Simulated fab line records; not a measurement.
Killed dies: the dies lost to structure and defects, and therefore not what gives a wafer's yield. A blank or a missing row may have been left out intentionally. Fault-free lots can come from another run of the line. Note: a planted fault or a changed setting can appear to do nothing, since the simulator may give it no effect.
Which of the tools did it? :: flow n5Finfet :: Sampling: 23 lots, 69 wafers, 4 of 1938 route steps

== WHAT THE GAUGES READ, wafer by wafer ==
N5_BEOL_M7_OCD_MEAS_38.
lot: L074
measured: day 10 12:02
on: ocd-02
trenchDepthNm (nm): 94.1 96.6 94.2

lot: L075
measured: day 10 15:49
on: ocd-01
trenchDepthNm (nm): 93.9 93.4 94.6

lot: L076
measured: day 10 16:16
on: ocd-02
trenchDepthNm (nm): 94.1 92.2 93.4

lot: L077
measured: day 11 00:59
on: ocd-01
trenchDepthNm (nm): 91.2 93.9 91.0

lot: L078
measured: day 11 07:48
on: ocd-01
trenchDepthNm (nm): 91.0 95.8 92.8

lot: L080
measured: day 11 22:45
on: ocd-01
trenchDepthNm (nm): 91.4 94.6 91.5

lot: L079
measured: day 12 00:34
on: ocd-01
trenchDepthNm (nm): 91.5 97.0 92.3

lot: L081
measured: day 12 02:59
on: ocd-01
trenchDepthNm (nm): 95.1 89.1 90.8

lot: L082
measured: day 12 12:30
on: ocd-02
trenchDepthNm (nm): 93.8 93.5 95.1

lot: L083
measured: day 12 12:40
on: ocd-01
trenchDepthNm (nm): 91.0 95.1 93.0

lot: L087
measured: day 13 06:38
on: ocd-01
trenchDepthNm (nm): 90.8 90.8 96.8

lot: L085
measured: day 13 15:53
on: ocd-02
trenchDepthNm (nm): 91.6 93.2 94.8

lot: L086
measured: day 13 21:35
on: ocd-01
trenchDepthNm (nm): 92.6 89.9 91.0

lot: L089
measured: day 13 23:20
on: ocd-01
trenchDepthNm (nm): 92.6 94.4 95.3

lot: L091
measured: day 14 05:02
on: ocd-02
trenchDepthNm (nm): 90.3 96.0 92.3

lot: L088
measured: day 14 05:29
on: ocd-01
trenchDepthNm (nm): 94.5 94.9 97.2

lot: L092
measured: day 14 07:15
on: ocd-01
trenchDepthNm (nm): 95.1 90.0 93.7

lot: L090
measured: day 14 21:30
on: ocd-02
trenchDepthNm (nm): 96.0 90.7 92.0

lot: L095
measured: day 15 09:11
on: ocd-02
trenchDepthNm (nm): 94.1 90.0 94.0

lot: L093
measured: day 15 09:31
on: ocd-02
trenchDepthNm (nm): 90.6 93.7 93.0

lot: L094
measured: day 15 18:55
on: ocd-01
trenchDepthNm (nm): 90.2 92.9 90.9

lot: L097
measured: day 16 19:09
on: ocd-02
trenchDepthNm (nm): 89.6 92.9 89.9

lot: L096
measured: day 16 19:33
on: ocd-02
trenchDepthNm (nm): 95.5 92.9 92.5

N5_BEOL_M7_THK_MEAS_53: measures by xrf.
lot: L074
measured: day 10 16:29
on: filmMetro-01
M7_THK (nm): 81.3 83.4 81.0

lot: L075
measured: day 10 19:43
on: filmMetro-02
M7_THK (nm): 79.1 79.7 80.7

lot: L076
measured: day 10 21:25
on: filmMetro-02
M7_THK (nm): 80.1 77.2 78.6

lot: L077
measured: day 11 05:14
on: filmMetro-02
M7_THK (nm): 76.2 77.8 75.7

lot: L078
measured: day 11 13:29
on: filmMetro-02
M7_THK (nm): 76.1 81.3 78.8

lot: L080
measured: day 12 01:47
on: filmMetro-01
M7_THK (nm): 76.7 79.9 75.3

lot: L079
measured: day 12 04:47
on: filmMetro-01
M7_THK (nm): 76.9 82.8 79.5

lot: L081
measured: day 12 05:35
on: filmMetro-02
M7_THK (nm): 82.7 76.4 78.0

lot: L082
measured: day 12 14:54
on: filmMetro-02
M7_THK (nm): 78.2 76.8 78.5

lot: L083
measured: day 12 16:55
on: filmMetro-01
M7_THK (nm): 76.0 80.6 77.1

lot: L087
measured: day 13 09:28
on: filmMetro-01
M7_THK (nm): 79.3 77.9 85.1

lot: L085
measured: day 13 18:21
on: filmMetro-01
M7_THK (nm): 76.7 79.4 80.0

lot: L086
measured: day 13 23:55
on: filmMetro-01
M7_THK (nm): 76.0 76.0 77.5

lot: L089
measured: day 14 01:34
on: filmMetro-01
M7_THK (nm): 77.2 79.0 80.0

lot: L091
measured: day 14 07:41
on: filmMetro-01
M7_THK (nm): 76.1 83.1 78.4

lot: L088
measured: day 14 08:30
on: filmMetro-02
M7_THK (nm): 78.8 83.3 82.3

lot: L092
measured: day 14 09:35
on: filmMetro-02
M7_THK (nm): 81.0 76.5 79.3

lot: L090
measured: day 14 23:56
on: filmMetro-01
M7_THK (nm): 83.5 79.2 77.9

lot: L095
measured: day 15 11:50
on: filmMetro-02
M7_THK (nm): 78.2 74.9 78.7

lot: L093
measured: day 15 12:06
on: filmMetro-02
M7_THK (nm): 74.6 78.8 79.2

lot: L094
measured: day 15 21:53
on: filmMetro-01
M7_THK (nm): 75.6 78.8 77.4

lot: L097
measured: day 16 22:34
on: filmMetro-01
M7_THK (nm): 75.3 78.3 75.8

lot: L096
measured: day 16 23:01
on: filmMetro-01
M7_THK (nm): 81.2 77.4 78.2

== WHAT TOOL EACH LOT RAN ON (gives the tool, then ch and the chambers of the sampled wafers, and finally the start) ==
lot: L074
N5_BEOL_M7_ETCH_65: rieDiel-01 ch 0,3, day 10 11:40
N5_BEOL_M7_TRENCH_ETCH_37: rieDiel-01 ch 0,3, day 10 12:02 or earlier

lot: L075
N5_BEOL_M7_ETCH_65: rieDiel-04 ch 0,1,3, day 10 15:26
N5_BEOL_M7_TRENCH_ETCH_37: rieDiel-04 ch 0,1,3, day 10 15:49 or earlier

lot: L076
N5_BEOL_M7_ETCH_65: rieDiel-01 ch 0,1, day 10 15:53
N5_BEOL_M7_TRENCH_ETCH_37: rieDiel-01 ch 0,1, day 10 16:16 or earlier

lot: L077
N5_BEOL_M7_ETCH_65: rieDiel-04 ch 0,2, day 11 00:36
N5_BEOL_M7_TRENCH_ETCH_37: rieDiel-04 ch 0,2, day 11 00:59 or earlier

lot: L078
N5_BEOL_M7_ETCH_65: rieDiel-03 ch 0,1,3, day 11 07:25
N5_BEOL_M7_TRENCH_ETCH_37: rieDiel-03 ch 0,1,3, day 11 07:48 or earlier

lot: L080
N5_BEOL_M7_ETCH_65: rieDiel-04 ch 1,2, day 11 22:22
N5_BEOL_M7_TRENCH_ETCH_37: rieDiel-04 ch 1,2, day 11 22:45 or earlier

lot: L079
N5_BEOL_M7_ETCH_65: rieDiel-01 ch 2,3, day 12 00:11
N5_BEOL_M7_TRENCH_ETCH_37: rieDiel-01 ch 2,3, day 12 00:34 or earlier

lot: L081
N5_BEOL_M7_ETCH_65: rieDiel-03 ch 2,3, day 12 02:37
N5_BEOL_M7_TRENCH_ETCH_37: rieDiel-03 ch 2,3, day 12 02:59 or earlier

lot: L082
N5_BEOL_M7_ETCH_65: rieDiel-04 ch 2,3, day 12 12:07
N5_BEOL_M7_TRENCH_ETCH_37: rieDiel-04 ch 2,3, day 12 12:30 or earlier

lot: L083
N5_BEOL_M7_ETCH_65: rieDiel-03 ch 0,2,3, day 12 12:17
N5_BEOL_M7_TRENCH_ETCH_37: rieDiel-03 ch 0,2,3, day 12 12:40 or earlier

lot: L087
N5_BEOL_M7_ETCH_65: rieDiel-01 ch 2,3, day 13 06:15
N5_BEOL_M7_TRENCH_ETCH_37: rieDiel-01 ch 2,3, day 13 06:38 or earlier

lot: L085
N5_BEOL_M7_ETCH_65: rieDiel-04 ch 1,2,3, day 13 15:30
N5_BEOL_M7_TRENCH_ETCH_37: rieDiel-04 ch 1,2,3, day 13 15:53 or earlier

lot: L086
N5_BEOL_M7_ETCH_65: rieDiel-03 ch 0,2, day 13 21:13
N5_BEOL_M7_TRENCH_ETCH_37: rieDiel-03 ch 0,2, day 13 21:35 or earlier

lot: L089
N5_BEOL_M7_ETCH_65: rieDiel-01 ch 0,3, day 13 22:57
N5_BEOL_M7_TRENCH_ETCH_37: rieDiel-01 ch 0,3, day 13 23:20 or earlier

lot: L091
N5_BEOL_M7_ETCH_65: rieDiel-01 ch 1,2,3, day 14 04:40
N5_BEOL_M7_TRENCH_ETCH_37: rieDiel-01 ch 1,2,3, day 14 05:02 or earlier

lot: L088
N5_BEOL_M7_ETCH_65: rieDiel-04 ch 2,3, day 14 05:07
N5_BEOL_M7_TRENCH_ETCH_37: rieDiel-04 ch 2,3, day 14 05:29 or earlier

lot: L092
N5_BEOL_M7_ETCH_65: rieDiel-01 ch 0,2,3, day 14 06:52
N5_BEOL_M7_TRENCH_ETCH_37: rieDiel-01 ch 0,2,3, day 14 07:15 or earlier

lot: L090
N5_BEOL_M7_ETCH_65: rieDiel-03 ch 1,2,3, day 14 21:07
N5_BEOL_M7_TRENCH_ETCH_37: rieDiel-03 ch 1,2,3, day 14 21:30 or earlier

lot: L095
N5_BEOL_M7_ETCH_65: rieDiel-03 ch 2,3, day 15 08:49
N5_BEOL_M7_TRENCH_ETCH_37: rieDiel-03 ch 2,3, day 15 09:11 or earlier

lot: L093
N5_BEOL_M7_ETCH_65: rieDiel-01 ch 0,1,2, day 15 09:08
N5_BEOL_M7_TRENCH_ETCH_37: rieDiel-01 ch 0,1,2, day 15 09:31 or earlier

lot: L094
N5_BEOL_M7_ETCH_65: rieDiel-03 ch 0,1, day 15 18:32
N5_BEOL_M7_TRENCH_ETCH_37: rieDiel-03 ch 0,1, day 15 18:55 or earlier

lot: L097
N5_BEOL_M7_ETCH_65: rieDiel-04 ch 1,2, day 16 18:46
N5_BEOL_M7_TRENCH_ETCH_37: rieDiel-04 ch 1,2, day 16 19:09 or earlier

lot: L096
N5_BEOL_M7_ETCH_65: rieDiel-04 ch 0,2,3, day 16 19:10
N5_BEOL_M7_TRENCH_ETCH_37: rieDiel-04 ch 0,2,3, day 16 19:33 or earlier
- N5_BEOL_M7_ETCH_65: etches SiARC in CF4, target depth 15.6 nm, time 26 s.
- N5_BEOL_M7_TRENCH_ETCH_37: etches SiCOH lowk in C4F6/O2, target depth 93.478 nm, time 31.2 s.

== AS READ BY THE TOOLS THEMSELVES (means over the sampled wafers that have a number; for cases with no such wafer, the mark the record gives instead) ==
N5_BEOL_M7_ETCH_65.
lot: L074
tool: rieDiel-01
drypumpMotorCurrentA (A): 6.2
etchRfOnTimeS (s): 25.7
oesProductAu (a.u.): 0.73
rfVppV (V): 184.1
showerheadPlenumPTorr (Torr): 2.14
throttleValvePct (%): 15.23

lot: L075
tool: rieDiel-04
drypumpMotorCurrentA (A): 6.0
etchRfOnTimeS (s): 26.3
oesProductAu (a.u.): 0.62
rfVppV (V): 183.6
showerheadPlenumPTorr (Torr): 2.13
throttleValvePct (%): 15.74

lot: L076
tool: rieDiel-01
drypumpMotorCurrentA (A): 6.2
etchRfOnTimeS (s): 26.2
oesProductAu (a.u.): 0.66
rfVppV (V): 183.3
showerheadPlenumPTorr (Torr): 2.07
throttleValvePct (%): 15.63

lot: L077
tool: rieDiel-04
drypumpMotorCurrentA (A): 5.7
etchRfOnTimeS (s): 26.0
oesProductAu (a.u.): 0.65
rfVppV (V): 183.7
showerheadPlenumPTorr (Torr): 2.17
throttleValvePct (%): 15.50

lot: L078
tool: rieDiel-03
drypumpMotorCurrentA (A): 5.8
etchRfOnTimeS (s): 26.0
oesProductAu (a.u.): 0.64
rfVppV (V): 183.9
showerheadPlenumPTorr (Torr): 2.14
throttleValvePct (%): 15.74

lot: L080
tool: rieDiel-04
drypumpMotorCurrentA (A): 5.8
etchRfOnTimeS (s): 26.1
oesProductAu (a.u.): 0.70
rfVppV (V): 182.7
showerheadPlenumPTorr (Torr): 2.07
throttleValvePct (%): 15.75

lot: L079
tool: rieDiel-01
drypumpMotorCurrentA (A): 5.9
etchRfOnTimeS (s): 25.8
oesProductAu (a.u.): 0.64
rfVppV (V): 184.8
showerheadPlenumPTorr (Torr): 2.21
throttleValvePct (%): 15.69

lot: L081
tool: rieDiel-03
drypumpMotorCurrentA (A): 5.3
etchRfOnTimeS (s): 26.4
oesProductAu (a.u.): 0.65
rfVppV (V): 184.3
showerheadPlenumPTorr (Torr): 2.17
throttleValvePct (%): 15.84

lot: L082
tool: rieDiel-04
drypumpMotorCurrentA (A): 5.4
etchRfOnTimeS (s): 25.8
oesProductAu (a.u.): 0.72
rfVppV (V): 183.8
showerheadPlenumPTorr (Torr): 2.11
throttleValvePct (%): 15.53

lot: L083
tool: rieDiel-03
drypumpMotorCurrentA (A): 5.4
etchRfOnTimeS (s): 26.3
oesProductAu (a.u.): 0.64
rfVppV (V): 183.9
showerheadPlenumPTorr (Torr): 2.14
throttleValvePct (%): 15.82

lot: L087
tool: rieDiel-01
drypumpMotorCurrentA (A): 5.9
etchRfOnTimeS (s): 25.8
oesProductAu (a.u.): 0.63
rfVppV (V): 185.1
showerheadPlenumPTorr (Torr): 2.21
throttleValvePct (%): 15.71

lot: L085
tool: rieDiel-04
drypumpMotorCurrentA (A): 5.8
etchRfOnTimeS (s): 26.1
oesProductAu (a.u.): 0.67
rfVppV (V): 183.2
showerheadPlenumPTorr (Torr): 2.09
throttleValvePct (%): 15.74

lot: L086
tool: rieDiel-03
drypumpMotorCurrentA (A): 4.9
etchRfOnTimeS (s): 26.3
oesProductAu (a.u.): 0.60
rfVppV (V): 184.8
showerheadPlenumPTorr (Torr): 2.16
throttleValvePct (%): 15.98

lot: L089
tool: rieDiel-01
drypumpMotorCurrentA (A): 6.2
etchRfOnTimeS (s): 25.2
oesProductAu (a.u.): 0.66
rfVppV (V): 184.0
showerheadPlenumPTorr (Torr): 2.17
throttleValvePct (%): 15.40

lot: L091
tool: rieDiel-01
drypumpMotorCurrentA (A): 6.1
etchRfOnTimeS (s): 25.9
oesProductAu (a.u.): 0.62
rfVppV (V): 184.5
showerheadPlenumPTorr (Torr): 2.15
throttleValvePct (%): 15.76

lot: L088
tool: rieDiel-04
drypumpMotorCurrentA (A): 5.7
etchRfOnTimeS (s): 25.6
oesProductAu (a.u.): 0.66
rfVppV (V): 183.8
showerheadPlenumPTorr (Torr): 2.11
throttleValvePct (%): 15.70

lot: L092
tool: rieDiel-01
drypumpMotorCurrentA (A): 6.0
etchRfOnTimeS (s): 26.2
oesProductAu (a.u.): 0.65
rfVppV (V): 185.4
showerheadPlenumPTorr (Torr): 2.17
throttleValvePct (%): 15.51

lot: L090
tool: rieDiel-03
drypumpMotorCurrentA (A): 5.7
etchRfOnTimeS (s): 26.3
oesProductAu (a.u.): 0.63
rfVppV (V): 184.8
showerheadPlenumPTorr (Torr): 2.16
throttleValvePct (%): 15.83

lot: L095
tool: rieDiel-03
drypumpMotorCurrentA (A): 5.8
etchRfOnTimeS (s): 25.5
oesProductAu (a.u.): 0.66
rfVppV (V): 183.7
showerheadPlenumPTorr (Torr): 2.11
throttleValvePct (%): 15.72

lot: L093
tool: rieDiel-01
drypumpMotorCurrentA (A): 6.0
etchRfOnTimeS (s): 26.1
oesProductAu (a.u.): 0.64
rfVppV (V): 183.2
showerheadPlenumPTorr (Torr): 2.11
throttleValvePct (%): 15.67

lot: L094
tool: rieDiel-03
drypumpMotorCurrentA (A): 5.7
etchRfOnTimeS (s): 26.9
oesProductAu (a.u.): 0.59
rfVppV (V): 184.4
showerheadPlenumPTorr (Torr): 2.17
throttleValvePct (%): 15.90

lot: L097
tool: rieDiel-04
drypumpMotorCurrentA (A): 5.8
etchRfOnTimeS (s): 26.1
oesProductAu (a.u.): 0.66
rfVppV (V): 183.6
showerheadPlenumPTorr (Torr): 2.06
throttleValvePct (%): 15.83

lot: L096
tool: rieDiel-04
drypumpMotorCurrentA (A): 5.7
etchRfOnTimeS (s): 25.8
oesProductAu (a.u.): 0.70
rfVppV (V): 184.3
showerheadPlenumPTorr (Torr): 2.13
throttleValvePct (%): 15.47

N5_BEOL_M7_TRENCH_ETCH_37.
lot: L074
tool: rieDiel-01
drypumpMotorCurrentA (A): 6.1
oesProductAu (a.u.): 0.85
rfVppV (V): 676
showerheadPlenumPTorr (Torr): 2.85
throttleValvePct (%): 20.56

lot: L075
tool: rieDiel-04
drypumpMotorCurrentA (A): 6.0
oesProductAu (a.u.): 0.73
rfVppV (V): 676
showerheadPlenumPTorr (Torr): 2.84
throttleValvePct (%): 21.10

lot: L076
tool: rieDiel-01
drypumpMotorCurrentA (A): 6.2
oesProductAu (a.u.): 0.77
rfVppV (V): 673
showerheadPlenumPTorr (Torr): 2.75
throttleValvePct (%): 20.93

lot: L077
tool: rieDiel-04
drypumpMotorCurrentA (A): 5.7
oesProductAu (a.u.): 0.75
rfVppV (V): 676
showerheadPlenumPTorr (Torr): 2.90
throttleValvePct (%): 20.88

lot: L078
tool: rieDiel-03
drypumpMotorCurrentA (A): 5.8
oesProductAu (a.u.): 0.75
rfVppV (V): 669
showerheadPlenumPTorr (Torr): 2.85
throttleValvePct (%): 21.11

lot: L080
tool: rieDiel-04
drypumpMotorCurrentA (A): 5.9
oesProductAu (a.u.): 0.81
rfVppV (V): 665
showerheadPlenumPTorr (Torr): 2.76
throttleValvePct (%): 21.10

lot: L079
tool: rieDiel-01
drypumpMotorCurrentA (A): 5.9
oesProductAu (a.u.): 0.74
rfVppV (V): 655
showerheadPlenumPTorr (Torr): 2.95
throttleValvePct (%): 21.06

lot: L081
tool: rieDiel-03
drypumpMotorCurrentA (A): 5.3
oesProductAu (a.u.): 0.76
rfVppV (V): 667
showerheadPlenumPTorr (Torr): 2.89
throttleValvePct (%): 21.21

lot: L082
tool: rieDiel-04
drypumpMotorCurrentA (A): 5.5
oesProductAu (a.u.): 0.84
rfVppV (V): 669
showerheadPlenumPTorr (Torr): 2.82
throttleValvePct (%): 20.95

lot: L083
tool: rieDiel-03
drypumpMotorCurrentA (A): 5.3
oesProductAu (a.u.): 0.75
rfVppV (V): 664
showerheadPlenumPTorr (Torr): 2.85
throttleValvePct (%): 21.21

lot: L087
tool: rieDiel-01
drypumpMotorCurrentA (A): 5.9
oesProductAu (a.u.): 0.73
rfVppV (V): 655
showerheadPlenumPTorr (Torr): 2.95
throttleValvePct (%): 21.07

lot: L085
tool: rieDiel-04
drypumpMotorCurrentA (A): 5.7
oesProductAu (a.u.): 0.79
rfVppV (V): 671
showerheadPlenumPTorr (Torr): 2.78
throttleValvePct (%): 21.09

lot: L086
tool: rieDiel-03
drypumpMotorCurrentA (A): 4.9
oesProductAu (a.u.): 0.70
rfVppV (V): 659
showerheadPlenumPTorr (Torr): 2.88
throttleValvePct (%): 21.39

lot: L089
tool: rieDiel-01
drypumpMotorCurrentA (A): 6.2
oesProductAu (a.u.): 0.77
rfVppV (V): 670
showerheadPlenumPTorr (Torr): 2.89
throttleValvePct (%): 20.68

lot: L091
tool: rieDiel-01
drypumpMotorCurrentA (A): 6.0
oesProductAu (a.u.): 0.71
rfVppV (V): 661
showerheadPlenumPTorr (Torr): 2.86
throttleValvePct (%): 21.08

lot: L088
tool: rieDiel-04
drypumpMotorCurrentA (A): 5.7
oesProductAu (a.u.): 0.77
rfVppV (V): 675
showerheadPlenumPTorr (Torr): 2.82
throttleValvePct (%): 21.09

lot: L092
tool: rieDiel-01
drypumpMotorCurrentA (A): 6.0
oesProductAu (a.u.): 0.76
rfVppV (V): 665
showerheadPlenumPTorr (Torr): 2.89
throttleValvePct (%): 20.85

lot: L090
tool: rieDiel-03
drypumpMotorCurrentA (A): 5.7
oesProductAu (a.u.): 0.74
rfVppV (V): 672
showerheadPlenumPTorr (Torr): 2.87
throttleValvePct (%): 21.15

lot: L095
tool: rieDiel-03
drypumpMotorCurrentA (A): 5.8
oesProductAu (a.u.): 0.76
rfVppV (V): 667
showerheadPlenumPTorr (Torr): 2.81
throttleValvePct (%): 21.08

lot: L093
tool: rieDiel-01
drypumpMotorCurrentA (A): 6.0
oesProductAu (a.u.): 0.74
rfVppV (V): 666
showerheadPlenumPTorr (Torr): 2.81
throttleValvePct (%): 21.00

lot: L094
tool: rieDiel-03
drypumpMotorCurrentA (A): 5.7
oesProductAu (a.u.): 0.69
rfVppV (V): 675
showerheadPlenumPTorr (Torr): 2.89
throttleValvePct (%): 21.23

lot: L097
tool: rieDiel-04
drypumpMotorCurrentA (A): 5.8
oesProductAu (a.u.): 0.76
rfVppV (V): 666
showerheadPlenumPTorr (Torr): 2.74
throttleValvePct (%): 21.15

lot: L096
tool: rieDiel-04
drypumpMotorCurrentA (A): 5.7
oesProductAu (a.u.): 0.82
rfVppV (V): 675
showerheadPlenumPTorr (Torr): 2.85
throttleValvePct (%): 20.87

== THE ANSWER, worked out from the rows above alone ==
Rule: the lots themselves supply what counts as usual. Put in order of their means at a reading, lots are off if they are a third of the lots or fewer, leave a main group of 4 or more, and stand apart from it by a gap of 3 or more times the standard deviation of the main group's means; of several such gaps the widest counts. The tables above print the reading to a certain number of digits; a main group whose means all agree to those digits is not used. Also off: a lot with no number at a reading for which 4 or more lots have one. Any other lot the step has rows for is counted as sound. After the gauges, taken in route order, come the tools' own readings; for these a lot's mean is taken, as printed above. At the first step where some lot is off, the reading lying furthest off is the one used; lots without a number count as furthest.
No lot is off at any reading shown: from this, nothing can be told.

== WHAT THE SIMULATOR HAD INSERTED ==
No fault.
